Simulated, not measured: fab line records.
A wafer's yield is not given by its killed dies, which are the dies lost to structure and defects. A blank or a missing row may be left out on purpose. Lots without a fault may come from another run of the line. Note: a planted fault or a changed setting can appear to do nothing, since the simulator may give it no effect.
Split-lot study ; flow n5-finfet ; 7 lots, 39 wafers read, on a route of 1938 steps

THE SPLIT ITSELF
At N5_PMOS_HMC_CHANNEL_EPI_FIN_RECESS_16 (chemistry HBr/Cl2, target Si, target depth 54 nm, time 18 s), the setting time-s was moved away from the recipe's 18 s on 9 of the 39 wafers read, by -4.6% to +6.7%. The other wafers ran this setting at the recipe's value.

FROM THE SPLIT TO THE READING: what the file shows between them, 4 steps
- N5_PMOS_HMC_CHANNEL_EPI_PRECLEAN_36: cleans in O3/DIW, time 45 s
- N5_PMOS_HMC_CHANNEL_EPI_PRECLEAN_18: cleans in DHF, time 30 s
- N5_PMOS_HMC_CHANNEL_EPI_SRD_39: time 30 s
- N5_PMOS_HMC_CHANNEL_EPI_CMP_21: polishes SiGe30, target thk 54 nm

THE READING
HMC_CMP_THK in nanometres, read at N5_PMOS_HMC_CHANNEL_EPI_THK_MEAS_22. Typical for fault-free wafers on this fab line: 53.7 nm, with standard deviation 0.97 nm.

wafer;tool, chamber at the split;time-s as run, s;against the recipe;HMC_CMP_THK, nm;against lot-mates on the recipe
L077.1;rie-si-01, 0;18;recipe;51.4;-
L077.2;rie-si-01, 3;19.03;+5.7%;58.0;+5.5
L077.3;rie-si-01, 2;18;recipe;52.9;-
L077.4;rie-si-01, 1;19.03;+5.7%;55.9;+3.4
L077.5;rie-si-01, 1;18;recipe;53.3;-
L077.6;rie-si-01, 2;19.03;+5.7%;56.0;+3.5
L080.1;rie-si-06, 1;18;recipe;53.4;-
L080.2;rie-si-06, 2;18;recipe;53.6;-
L080.3;rie-si-06, 0;18;recipe;53.9;-
L080.4;rie-si-06, 3;18;recipe;52.3;-
L080.5;rie-si-06, 0;18;recipe;54.0;-
L080.6;rie-si-06, 1;18;recipe;53.0;-
L081.1;rie-si-04, 1;18;recipe;54.4;-
L081.2;rie-si-04, 0;18;recipe;53.7;-
L081.3;rie-si-04, 3;18;recipe;52.7;-
L081.4;rie-si-04, 2;18;recipe;53.8;-
L081.5;rie-si-04, 3;18;recipe;52.4;-
L081.6;rie-si-04, 2;18;recipe;53.3;-
L088.2;rie-si-04, 1;18;recipe;53.5;-
L088.3;rie-si-04, 3;18;recipe;53.0;-
L088.5;rie-si-04, 0;18;recipe;54.1;-
L092.1;rie-si-06, 1;18;recipe;53.3;-
L092.2;rie-si-06, 2;18;recipe;53.8;-
L092.3;rie-si-06, 0;17.17;-4.6%;51.4;-2.2
L092.4;rie-si-06, 3;17.17;-4.6%;50.6;-3.0
L092.5;rie-si-06, 0;17.17;-4.6%;51.1;-2.5
L092.6;rie-si-06, 1;18;recipe;53.7;-
L094.1;rie-si-01, 0;18;recipe;53.0;-
L094.2;rie-si-01, 2;18;recipe;54.5;-
L094.3;rie-si-01, 3;18;recipe;55.9;-
L094.4;rie-si-01, 1;18;recipe;55.7;-
L094.5;rie-si-01, 3;18;recipe;55.8;-
L094.6;rie-si-01, 0;18;recipe;52.4;-
L096.1;rie-si-04, 0;18;recipe;53.9;-
L096.2;rie-si-04, 2;19.21;+6.7%;58.1;+4.3
L096.3;rie-si-04, 3;18;recipe;53.4;-
L096.4;rie-si-04, 1;18;recipe;54.1;-
L096.5;rie-si-04, 1;19.21;+6.7%;58.1;+4.3
L096.6;rie-si-04, 0;19.21;+6.7%;58.0;+4.2

FIT RESULTS
A straight line over all 39 wafers: HMC_CMP_THK changes by +0.595 nm for each +1% of time-s; r = +0.87; the points scatter about the line by 0.95 nm.
The same after taking each lot's own level away (the mean of its wafers on the recipe; 39 wafers): +0.64 nm for each +1%; r = +0.91; scatter 0.8 nm.
The reading moves by 4.3 nm for the largest change in time-s, on that fit.
The lots' own levels span 52.53 to 54.55 nm, that is 2.1 times the standard deviation above.
So the lot-to-lot level changes the slope little: the two slopes agree.
Check: with one of the wafers moved furthest among these (+6.7%) left out of the fit, the line predicts +4.38 nm for it against its lot-mates. Against them it came out at +4.3 nm.

THE WHOLE CHAIN: every reading that the file lists as answering this split, in the file's order
step;what it does;reading;change (the file's fit);r (the file's)
N5_PMOS_HMC_CHANNEL_EPI_FIN_RECESS_16;chemistry HBr/Cl2, target Si, target depth 54 nm, time 18 s;PMOS_HMC_CHANNEL_EPI.feature-depth-nm (the simulator's own value, which no gauge read);+0.651 nm for each +1% of the setting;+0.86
N5_PMOS_HMC_CHANNEL_EPI_FIN_RECESS_16;chemistry HBr/Cl2, target Si, target depth 54 nm, time 18 s;etch.depth-nm (the simulator's own value, which no gauge read);+0.651 nm for each +1% of the setting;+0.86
N5_PMOS_HMC_CHANNEL_EPI_THK_MEAS_22;;HMC_CMP_THK;+0.645 for each +1% of the setting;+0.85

THE FILE'S OWN FIT
HMC_CMP_THK changes by +0.645 nm for each +1% of time-s, r = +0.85.
